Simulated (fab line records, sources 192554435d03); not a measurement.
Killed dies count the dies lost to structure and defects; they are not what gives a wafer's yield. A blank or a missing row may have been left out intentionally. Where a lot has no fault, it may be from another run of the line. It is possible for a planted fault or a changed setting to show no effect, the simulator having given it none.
What tool caused it? || flow n5-finfet || 20 wafers sampled from 7 lots at 1 step of a route of 1938

## WHAT THE GAUGES READ, wafer by wafer
N5_BEOL_M9_INSPECT_58: inspects for defects (darkfield).
{"lot": "L623", "measured": "day 10 07:47", "on": "defect-inspect-01", "raw-defect-count": "94 76 107"}
{"lot": "L625", "measured": "day 10 17:25", "on": "defect-inspect-01", "raw-defect-count": "76 52 78"}
{"lot": "L628", "measured": "day 11 11:18", "on": "defect-inspect-02", "raw-defect-count": "79 48 78"}
{"lot": "L630", "measured": "day 12 08:07", "on": "defect-inspect-02", "raw-defect-count": "73 64 50"}
{"lot": "L640", "measured": "day 14 23:44", "on": "defect-inspect-01", "raw-defect-count": "48 58 55"}
{"lot": "L639", "measured": "day 15 00:35", "on": "defect-inspect-01", "raw-defect-count": "69 58"}
{"lot": "L644", "measured": "day 16 08:01", "on": "defect-inspect-02", "raw-defect-count": "60 96 70"}

## EACH LOT AND THE TOOL THAT RAN IT (in order: tool; ch and the chambers of the sampled wafers; start)
There is no process step in the record ahead of these readings.

## THE ANSWER, worked out from the rows above alone
Rule: what is usual is taken from the lots themselves. Put in order of their means at a reading, lots are off if they are a third of the lots or fewer, leave a main group of 4 or more, and stand apart from it by a gap of 3 or more times the standard deviation of the main group's means; of several such gaps the widest counts. If all means in a main group match to the digits the tables above print for the reading, that group is not used. Also off: a lot with no number at a reading for which 4 or more lots have one. All remaining lots with rows at the step are treated as sound.
No lot is off at any reading shown: from this, nothing can be told.

## WHAT THE SIMULATOR HAD INSERTED
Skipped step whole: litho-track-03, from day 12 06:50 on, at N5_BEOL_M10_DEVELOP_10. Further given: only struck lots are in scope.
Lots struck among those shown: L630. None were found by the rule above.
